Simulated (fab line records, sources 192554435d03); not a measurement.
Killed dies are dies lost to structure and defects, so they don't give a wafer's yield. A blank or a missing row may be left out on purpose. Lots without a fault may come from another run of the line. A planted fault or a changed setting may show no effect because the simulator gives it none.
Split-lot experiment | flow n5_finfet | 7 lots, 21 wafers read, on a route of 1938 steps

THE SPLIT
At N5_SD_EPI_P_PEB_07 (peb time 60 s), the setting peb_time_s was moved away from the recipe's 60 s on 9 of the 21 wafers read, by -8.3% to +21.8%. The other wafers ran this setting at the recipe's value.

FROM THE SPLIT TO THE READING: what the file shows between them, 1 step
- N5_SD_EPI_P_DEVELOP_08: develop time 30 s

THE READING
cd_nm, in nm, at N5_SD_EPI_P_CD_MEAS_09 (target cd 240 nm). Fault-free wafers of this fab line usually give 239.3 nm, standard deviation 0.75 nm.

wafer  | tool, chamber at the split | peb_time_s as run, s | against the recipe | cd_nm, nm | against lot-mates on the recipe
L077.1 | litho_track-03, 0          | 60                   | recipe             | 238.7     | -
L077.5 | litho_track-03, 0          | 73.07                | +21.8%             | 245.1     | +6.4
L077.6 | litho_track-03, 0          | 73.07                | +21.8%             | 245.1     | +6.4
L078.4 | litho_track-05, 0          | 67.92                | +13.2%             | 243.5     | +4.1
L078.5 | litho_track-05, 0          | 60                   | recipe             | 238.9     | -
L078.6 | litho_track-05, 0          | 60                   | recipe             | 240.0     | -
L080.1 | litho_track-05, 0          | 60                   | recipe             | 238.8     | -
L080.5 | litho_track-05, 0          | 60                   | recipe             | 238.4     | -
L080.6 | litho_track-05, 0          | 60                   | recipe             | 239.4     | -
L083.4 | litho_track-05, 0          | 60                   | recipe             | 238.7     | -
L083.5 | litho_track-05, 0          | 60                   | recipe             | 237.4     | -
L083.6 | litho_track-05, 0          | 60                   | recipe             | 238.6     | -
L084.2 | litho_track-04, 0          | 60                   | recipe             | 239.9     | -
L084.4 | litho_track-04, 0          | 69.73                | +16.2%             | 243.5     | +3.6
L084.6 | litho_track-04, 0          | 69.73                | +16.2%             | 244.7     | +4.8
L096.3 | litho_track-05, 0          | 55.04                | -8.3%              | 235.9     | -3.6
L096.5 | litho_track-05, 0          | 55.04                | -8.3%              | 236.0     | -3.5
L096.6 | litho_track-05, 0          | 60                   | recipe             | 239.5     | -
L097.2 | litho_track-04, 0          | 60                   | recipe             | 239.2     | -
L097.4 | litho_track-04, 0          | 64.72                | +7.9%              | 241.3     | +2.1
L097.5 | litho_track-04, 0          | 64.72                | +7.9%              | 242.5     | +3.3

THE FIT
A straight line over all 21 wafers: cd_nm changes by +0.31 nm for each +1% of peb_time_s; r = +0.97; the points scatter about the line by 0.68 nm.
The same after taking each lot's own level away (the mean of its wafers on the recipe; 21 wafers): +0.306 nm for each +1%; r = +0.98; scatter 0.59 nm.
On that fit, the largest move of peb_time_s shifts the reading by 6.7 nm.
The lots' own levels span 238.23 to 239.90 nm, that is 2.2 times the standard deviation above.
So the lot-to-lot level changes the slope little: the two slopes agree.
Check: with one of the wafers moved furthest among these (+21.8%) left out of the fit, the line predicts +6.53 nm for it against its lot-mates. It came out at +6.4 nm against them.

OTHER SPLITS ON THESE WAFERS
These wafers also went through other splits before the reading. Each is held against what the fit with the lots' levels taken away leaves over:
other split on the same wafers            | wafers away from the commonest value | r with cd_nm (lot level and that fit taken away)
N5_PMOS_HMC_CHANNEL_EPI_COAT_31 spin_rpm  | 5                                    | -0.05
N5_PMOS_HMC_CHANNEL_EPI_PEB_07 peb_temp_c | 7                                    | -0.18
N5_DUMMY_GATE_COAT_09 spin_rpm            | 10                                   | -0.04
N5_DUMMY_GATE_EXPOSE_12 dose_mj           | 6                                    | -0.17
N5_SPACER0_ALD_00 ald_cycles              | 6                                    | -0.04
N5_SD_EPI_N_EXPOSE_06 dose_mj             | 10                                   | +0.40

THE FILE'S OWN FIT
cd_nm changes by +0.3 nm for each +1% of peb_time_s, r = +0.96.
